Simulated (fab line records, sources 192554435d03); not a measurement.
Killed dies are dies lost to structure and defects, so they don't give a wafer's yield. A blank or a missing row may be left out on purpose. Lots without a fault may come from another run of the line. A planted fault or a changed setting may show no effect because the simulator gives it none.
Chamber matching | flow n5_finfet | N5_BEOL_M11_STRIP_36 on rie_diel-06: 4 sister chambers
The step strips in N2/H2. 8 wafers are shown with their chamber, then 8 later ones without.

WAFERS WITH THEIR CHAMBER
wafer  | chamber | showerhead_plenum_p_Torr (Torr) | drypump_motor_current_A (A)
L080.1 | 2       | 2.56                            | 5.2
L081.3 | 2       | 2.56                            | 5.3
L081.5 | 0       | 2.60                            | 5.8
L081.6 | 1       | 2.49                            | 5.9
L082.1 | 3       | 2.58                            | 5.8
L082.3 | 1       | 2.49                            | 5.9
L082.5 | 3       | 2.59                            | 5.8
L083.2 | 0       | 2.60                            | 5.7

WAFERS WITHOUT THEIR CHAMBER
wafer  | showerhead_plenum_p_Torr (Torr) | drypump_motor_current_A (A)
L083.5 | 2.55                            | 5.2
L083.6 | 2.60                            | 5.7
L094.1 | 2.59                            | 5.7
L094.5 | 2.49                            | 5.9
L094.6 | 2.54                            | 5.2
L096.1 | 2.59                            | 5.7
L096.2 | 2.57                            | 5.8
L096.3 | 2.48                            | 5.9

WHICH CHAMBER EACH WENT THROUGH
wafer  | from the rows above     | in truth
L083.5 | 2                       | 2
L083.6 | 0                       | 0
L094.1 | can't be placed: 3 or 0 | 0
L094.5 | 1                       | 1
L094.6 | 2                       | 2
L096.1 | can't be placed: 3 or 0 | 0
L096.2 | 3                       | 3
L096.3 | 1                       | 1
Placed correctly: 6 of 8. Can't be placed from these rows: 2 (the true chamber is among the candidates in 2). Placed wrongly: 0.
How it was worked out, from the rows above alone: a wafer's distance from a chamber is the root of the sum, over the readings, of the square of ((its reading less the chamber's mean) divided by the reading's scatter). The wafer belongs to the nearest chamber; if the next one is less than 2 further off, it can't be placed. A chamber's mean is the mean of its shown wafers. The scatter: the root of (the sum of the squares of (reading less its chamber's mean) over the shown wafers, divided by (wafers less chambers)).
